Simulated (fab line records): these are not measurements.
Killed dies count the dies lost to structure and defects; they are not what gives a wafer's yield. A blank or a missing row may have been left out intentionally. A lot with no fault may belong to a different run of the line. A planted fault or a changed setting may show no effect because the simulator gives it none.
Matching of chambers / flow nand-harc / NHARC_A_CHANNEL_FILL_D2_ALD_14 on ald-hk-03 has 4 sister chambers
The step deposits SiO2, target thk 2.5 nm, pulse time 10 s, ald cycles 25. 8 wafers are shown with their chamber, then 7 later ones without.

EACH WAFER AND ITS CHAMBER
wafer=L079.2; chamber=3; heater-power-w (W)=406; precursor-pulse-height-rel=1.011
wafer=L085.2; chamber=2; heater-power-w (W)=475; precursor-pulse-height-rel=0.978
wafer=L085.4; chamber=3; heater-power-w (W)=402; precursor-pulse-height-rel=1.043
wafer=L088.1; chamber=0; heater-power-w (W)=431; precursor-pulse-height-rel=1.002
wafer=L088.2; chamber=2; heater-power-w (W)=471; precursor-pulse-height-rel=0.997
wafer=L088.5; chamber=1; heater-power-w (W)=511; precursor-pulse-height-rel=0.985
wafer=L090.2; chamber=0; heater-power-w (W)=432; precursor-pulse-height-rel=0.994
wafer=L090.3; chamber=1; heater-power-w (W)=520; precursor-pulse-height-rel=0.985

WAFERS WITHOUT THEIR CHAMBER
wafer=L090.6; heater-power-w (W)=470; precursor-pulse-height-rel=1.008
wafer=L096.2; heater-power-w (W)=413; precursor-pulse-height-rel=1.004
wafer=L096.3; heater-power-w (W)=529; precursor-pulse-height-rel=0.965
wafer=L096.4; heater-power-w (W)=483; precursor-pulse-height-rel=0.992
wafer=L097.1; heater-power-w (W)=488; precursor-pulse-height-rel=0.990
wafer=L097.2; heater-power-w (W)=540; precursor-pulse-height-rel=1.006
wafer=L097.5; heater-power-w (W)=413; precursor-pulse-height-rel=0.995

THE CHAMBER EACH PASSED THROUGH
wafer=L090.6; from the rows above=2; in truth=2
wafer=L096.2; from the rows above=can't be placed: 3 or 0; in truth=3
wafer=L096.3; from the rows above=1; in truth=1
wafer=L096.4; from the rows above=2; in truth=2
wafer=L097.1; from the rows above=2; in truth=2
wafer=L097.2; from the rows above=1; in truth=1
wafer=L097.5; from the rows above=can't be placed: 3 or 0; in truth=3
Correctly placed: 5 of 7. Not placeable from these rows: 2 (in 2, the candidates include the true chamber). Placed wrongly: 0.
How it was worked out, from the rows above alone: a wafer's distance from a chamber is the root of the sum, over the readings, of the square of ((its reading less the chamber's mean) divided by the reading's scatter). The wafer belongs to the nearest chamber; if the next one is less than 2 further off, it can't be placed. A chamber's mean is the mean of its shown wafers. The scatter is the square root of a quotient: the sum, over the shown wafers, of each reading's squared deviation from its chamber's mean, divided by wafers minus chambers.
